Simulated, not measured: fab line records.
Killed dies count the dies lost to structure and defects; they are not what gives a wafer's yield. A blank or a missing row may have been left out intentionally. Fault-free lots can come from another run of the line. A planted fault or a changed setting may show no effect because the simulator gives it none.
8D (eight disciplines) problem report, filled in by code    flow n5 finfet    the parts of the form that need people (team, actions taken, sign-off) are left out

1. THE ISSUE
Mean of killed_at_M4_up at N5_PASSIVATION_PROBE_49: 98 across 6 wafers in 2 lots; on wafers with no fault it is 15 (standard deviation 5.6). That is +15 standard deviations from the usual mean.
Seen first at day 17 00:29 on prober-02, wafer L420.3. The record has a number at this step for 6 wafers belonging to 2 lots. Rule for "out" (also "out of limits"): further than 4 standard deviations from the usual mean. The rest of the wafers with a number are treated as sound.

2. WHAT IT IS, WHAT IT ISN'T
question                     is                      is not
which readings at this step  killed_at_M4_up         killed_at_M0_to_M3, killed at contacts, killed at front end, killed at other, killed open, killed short
which lots                   L420, L424              -
which wafers of those lots   all that have a number  -
read on which tools          prober-01, prober-02    -
when                         from day 17 00:29       up to then (0 sound wafers)

3. THE SUSPECTS, EACH WITH WHAT RULES IT OUT
Counting: any tool at a process step up to the reading is kept as a suspect provided that every lot that is out went through it and no sound lot did after the first of them.
- rie diel-06 at N5_BEOL_M11_STRIP_36 (strips in N2/H2): kept. It ran every lot that is out, first L420 (day 15 04:22), and no sound lot after that.
Remaining after the count: rie diel-06 at N5_BEOL_M11_STRIP_36.

4. THE CAUSE (what the simulator had put in)
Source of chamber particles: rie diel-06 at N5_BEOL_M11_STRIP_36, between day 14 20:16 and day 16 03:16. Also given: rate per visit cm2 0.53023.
This tool alone remained once counting was done.

5. SEQUENCE OF EFFECTS, ordered by route
Rows list readings where the struck wafers' mean (over those with a number) sits beyond 3 standard deviations from the usual. Only readings whose record carries a usual standard deviation are examined. hours: median over the lots of the time between each lot's start at the first step of this table that gives one and its start at this step. sigmas: the change, counted in usual standard deviations.
hours  step                     reading               usual   on struck wafers  change  sigmas
0      N5_PASSIVATION_PROBE_49  defect limited yield  91.4 %  84.2              -7.2    -4.8
0      N5_PASSIVATION_PROBE_49  killed_at_M4_up       15      98                +82     +15
0      N5_PASSIVATION_PROBE_49  killed dies           102     187               +85     +5.0
0      N5_PASSIVATION_PROBE_49  sort_bin_5_function   5.1 %   10.3              +5.2    +5.5
0      N5_PASSIVATION_PROBE_49  sort n pass           1078    993               -85     -4.7
0      N5_PASSIVATION_PROBE_49  sort yield pct        91.3 %  84.2              -7.1    -4.8
Its process steps:
- N5_PASSIVATION_PROBE_49

6. WHAT WOULD HAVE CAUGHT IT SOONER
First out-of-limits reading in this record: day 17 00:29, which is 52 hours after fault onset at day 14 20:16.
No tool reading at N5_BEOL_M11_STRIP_36 that has a usual standard deviation in the record was out on any struck wafer, so an alarm limit of 4 standard deviations on those readings would not have fired.
By day 17 00:29 the whole set of lots that are out, 2 in number, had already begun N5_BEOL_M11_STRIP_36 on rie diel-06. A hold on the tool at that time would have spared none of them.
